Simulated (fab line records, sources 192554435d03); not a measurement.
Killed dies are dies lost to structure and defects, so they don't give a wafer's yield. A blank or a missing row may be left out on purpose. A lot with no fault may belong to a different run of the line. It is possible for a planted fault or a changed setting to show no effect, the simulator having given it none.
8D (eight disciplines) problem report, filled in by code || flow n5 finfet || the parts of the form that need people (team, actions taken, sign-off) are left out

## 1. THE PROBLEM
killed_at_M4_up at N5_PASSIVATION_PROBE_49 reads a mean of 101 on 9 wafers of 3 lots; wafers without a fault read 14 with a standard deviation of 5.6. That puts it +16 standard deviations away from the usual mean.
Seen first at day 17 17:17 on prober-01, wafer L618.1. The record holds 18 wafers of 6 lots with a number at this step. Rule for "out" (also "out of limits"): further than 4 standard deviations from the usual mean. Any other wafer with a number is counted as sound.

## 2. WHAT IT IS, AND WHAT IT ISN'T
{"question": "which readings at this step", "is": "killed_at_M4_up", "is not": "killed_at_M0_to_M3, killed at contacts, killed at front end, killed at other, killed open, killed short, sort_bin_6_memory"}
{"question": "which lots", "is": "L618, L619, L622", "is not": "L609, L613, L617"}
{"question": "which wafers of those lots", "is": "all that have a number", "is not": "-"}
{"question": "read on which tools", "is": "prober-01, prober-02", "is not": "-"}
{"question": "when", "is": "from day 17 17:17", "is not": "up to then (9 sound wafers)"}

## 3. SUSPECTS, AND WHAT RULES EACH OUT
Counting: a tool stays on the suspect list if, at a process step up to the reading, it processed all lots that are out and no sound lot following the first of them.
- rie diel-05 at N5_BEOL_M11_VIA_ETCH_34 (etches SiCOH lowk in C4F6/O2, target depth 184.5 nm, time 69.2 s): kept. Every lot that is out went through it, starting with L618 (day 15 13:52), and after that it ran no sound lot; the last sound lot it ran before then is L617 (day 14 13:06).
The count leaves rie diel-05 at N5_BEOL_M11_VIA_ETCH_34.

## 4. THE CAUSE (what the simulator had put in)
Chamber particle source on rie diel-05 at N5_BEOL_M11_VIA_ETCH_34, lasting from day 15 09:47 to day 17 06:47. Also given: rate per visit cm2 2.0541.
This tool alone remained once counting was done.

## 5. THE CHAIN OF EFFECTS, in route order
Each row: a reading where the mean over the struck wafers with a number is more than 3 standard deviations away from the usual. Only readings whose record carries a usual standard deviation are examined. hours: median over the lots of the time between each lot's start at the first step of this table that gives one and its start at this step. sigmas: the change, counted in usual standard deviations.
{"hours": 0, "step": "N5_PASSIVATION_PROBE_49", "reading": "defect limited yield", "usual": "91.2 %", "on struck wafers": 85.3, "change": -5.9, "sigmas": -4.2}
{"hours": 0, "step": "N5_PASSIVATION_PROBE_49", "reading": "killed_at_M4_up", "usual": 14, "on struck wafers": 101, "change": "+87", "sigmas": "+16"}
{"hours": 0, "step": "N5_PASSIVATION_PROBE_49", "reading": "killed dies", "usual": 104, "on struck wafers": 173, "change": "+69", "sigmas": "+4.1"}
{"hours": 0, "step": "N5_PASSIVATION_PROBE_49", "reading": "killed on rim", "usual": 14, "on struck wafers": 28, "change": "+14", "sigmas": "+3.7"}
{"hours": 0, "step": "N5_PASSIVATION_PROBE_49", "reading": "sort_bin_5_function", "usual": "5.1 %", "on struck wafers": 8.2, "change": "+3.1", "sigmas": "+3.3"}
{"hours": 0, "step": "N5_PASSIVATION_PROBE_49", "reading": "sort n pass", "usual": 1076, "on struck wafers": 1007, "change": -69, "sigmas": -4.1}
{"hours": 0, "step": "N5_PASSIVATION_PROBE_49", "reading": "sort yield pct", "usual": "91.2 %", "on struck wafers": 85.3, "change": -5.9, "sigmas": -4.2}
Its process steps:
- N5_PASSIVATION_PROBE_49

## 6. HOW IT WOULD HAVE BEEN CAUGHT EARLIER
In this record the first reading out of limits was taken at day 17 17:17, 56 hours after the fault began at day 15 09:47.
An alarm limit of 4 standard deviations would not have fired on the tool readings at N5_BEOL_M11_VIA_ETCH_34 for which the record gives a usual standard deviation, since none of them was out on any struck wafer.
By day 17 17:17, every lot that is out (3) had started N5_BEOL_M11_VIA_ETCH_34 on rie diel-05. Holding the tool at that point would not have protected any of them.
